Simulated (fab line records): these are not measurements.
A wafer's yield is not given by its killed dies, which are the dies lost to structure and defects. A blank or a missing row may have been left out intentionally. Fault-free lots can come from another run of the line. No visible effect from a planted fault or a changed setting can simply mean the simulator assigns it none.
Split-lot experiment | flow n5Finfet | route with 1938 steps; 7 lots, 21 wafers read

SPLIT DETAILS
At N5_BEOL_M13_EXPOSE_25 (exposes mask M13, target cd 210 nm), the setting doseMj was moved away from the recipe's 22 on 3 of the 21 wafers read, by -7.4% to -4.0%. For the rest of the wafers, this setting stayed at what the recipe calls for.

FROM THE SPLIT TO THE READING: what the file shows between them, 2 steps
- N5_BEOL_M13_PEB_26: peb time 90 s
- N5_BEOL_M13_DEVELOP_27: develop time 45 s

THE READING
BEOL_M13.cdNm (the simulator's own value, which no gauge read), in nm, at N5_BEOL_M13_DESCUM_33 (chemistry O2, time 7.9 s). The file gives no usual value for it. The 18 wafers here that ran the recipe average 209.4 nm, standard deviation 1.1 nm.

wafer  | tool, chamber at the split | doseMj as run | against the recipe | BEOL_M13.cdNm, nm | against lot-mates on the recipe
L078.1 | krfScanner-02, 0           | 20.37         | -7.4%              | 200.8             | -8.5
L078.2 | krfScanner-02, 0           | 22            | recipe             | 209.4             | -
L078.6 | krfScanner-02, 0           | 22            | recipe             | 209.2             | -
L079.1 | krfScanner-02, 0           | 22            | recipe             | 210               | -
L079.3 | krfScanner-02, 0           | 22            | recipe             | 210               | -
L079.5 | krfScanner-02, 0           | 22            | recipe             | 208.2             | -
L080.2 | krfScanner-01, 0           | 22            | recipe             | 210.2             | -
L080.3 | krfScanner-01, 0           | 22            | recipe             | 207.4             | -
L080.4 | krfScanner-01, 0           | 22            | recipe             | 208.6             | -
L082.2 | krfScanner-01, 0           | 22            | recipe             | 210               | -
L082.5 | krfScanner-01, 0           | 22            | recipe             | 211.6             | -
L082.6 | krfScanner-01, 0           | 22            | recipe             | 209.6             | -
L084.4 | krfScanner-02, 0           | 22            | recipe             | 208.6             | -
L084.5 | krfScanner-02, 0           | 22            | recipe             | 208.2             | -
L084.6 | krfScanner-02, 0           | 22            | recipe             | 210.2             | -
L093.1 | krfScanner-01, 0           | 21.13         | -4.0%              | 207.2             | -3.0
L093.3 | krfScanner-01, 0           | 22            | recipe             | 210.2             | -
L093.4 | krfScanner-01, 0           | 21.13         | -4.0%              | 206.4             | -3.8
L097.1 | krfScanner-01, 0           | 22            | recipe             | 207.6             | -
L097.3 | krfScanner-01, 0           | 22            | recipe             | 210.8             | -
L097.6 | krfScanner-01, 0           | 22            | recipe             | 210.2             | -

THE FIT
A straight line over all 21 wafers: BEOL_M13.cdNm changes by +0.997 nm for each +1% of doseMj; r = +0.86; the points scatter about the line by 1.2 nm.
The same after taking each lot's own level away (the mean of its wafers on the recipe; 21 wafers): +1.05 nm for each +1%; r = +0.90; scatter 0.98 nm.
That fit puts the effect of the largest move of doseMj on the reading at 7.8 nm.
Across the lots, their own levels run from 208.73 to 210.40 nm, a range of 1.5 times the standard deviation given above.
So the lot-to-lot level changes the slope little: the two slopes agree.
Check: for one of the wafers moved furthest among these (-7.4%), held out of the fit, the line's prediction against its lot-mates is -6.37 nm. It came out at -8.5 nm against them.

THE OTHER SPLITS THESE WAFERS WENT THROUGH
Note: prior to the reading, these wafers also went through further splits. Each is held against what the fit with the lots' levels taken away leaves over:
other split on the same wafers       | wafers away from the commonest value | r with BEOL_M13.cdNm (lot level and that fit taken away)
N5_BEOL_M12_VIA_ETCH_16 targetDepthA | 5                                    | +0.33

FILE'S OWN FIT
BEOL_M13.cdNm changes by +1.08 nm for each +1% of doseMj, r = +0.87.
